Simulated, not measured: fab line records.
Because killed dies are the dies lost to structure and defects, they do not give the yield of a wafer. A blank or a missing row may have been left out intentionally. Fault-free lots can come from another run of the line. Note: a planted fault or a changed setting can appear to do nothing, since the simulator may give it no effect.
Matching of chambers :: flow n5Finfet :: N5_BEOL_M14_DESCUM_15 on rieDiel-03: 4 sister chambers
The step chemistry O2, time 7.9 s. 4 wafers are shown with their chamber, then 9 later ones without.

## WAFERS PAIRED WITH THEIR CHAMBERS
wafer: L089.3
chamber: 2
drypumpMotorCurrentA (A): 5.8

wafer: L088.1
chamber: 1
drypumpMotorCurrentA (A): 5.8

wafer: L088.2
chamber: 3
drypumpMotorCurrentA (A): 5.8

wafer: L088.3
chamber: 0
drypumpMotorCurrentA (A): 5.2

## WAFERS MISSING THEIR CHAMBER
wafer: L087.3
drypumpMotorCurrentA (A): 5.8

wafer: L087.4
drypumpMotorCurrentA (A): 5.9

wafer: L087.5
drypumpMotorCurrentA (A): 5.8

wafer: L090.1
drypumpMotorCurrentA (A): 5.8

wafer: L090.2
drypumpMotorCurrentA (A): 5.8

wafer: L090.6
drypumpMotorCurrentA (A): 5.8

wafer: L092.2
drypumpMotorCurrentA (A): 5.8

wafer: L092.4
drypumpMotorCurrentA (A): 5.2

wafer: L092.6
drypumpMotorCurrentA (A): 5.8

## EACH ONE'S CHAMBER
wafer: L087.3
from the rows above: can't be placed: 1 or 2 or 3
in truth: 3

wafer: L087.4
from the rows above: can't be placed: 1 or 2 or 3
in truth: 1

wafer: L087.5
from the rows above: can't be placed: 1 or 2 or 3
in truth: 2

wafer: L090.1
from the rows above: can't be placed: 1 or 2 or 3
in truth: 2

wafer: L090.2
from the rows above: can't be placed: 1 or 2 or 3
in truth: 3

wafer: L090.6
from the rows above: can't be placed: 1 or 2 or 3
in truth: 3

wafer: L092.2
from the rows above: can't be placed: 1 or 2 or 3
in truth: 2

wafer: L092.4
from the rows above: 0
in truth: 0

wafer: L092.6
from the rows above: can't be placed: 1 or 2 or 3
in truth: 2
Correct placement for 1 of the 9. Can't be placed from these rows: 8 (the true chamber is among the candidates in 8). 0 placed wrongly.
How it was worked out, from the rows above alone: a wafer's distance from a chamber is the root of the sum, over the readings, of the square of ((its reading less the chamber's mean) divided by the reading's scatter). If the next closest chamber is less than 2 further off than the closest, the wafer can't be placed; otherwise it belongs to the closest. A chamber's mean is the mean of its shown wafers. The scatter (one wafer shown for each chamber): square how far every hidden wafer sits from the nearest shown wafer, average those squares and take the square root.
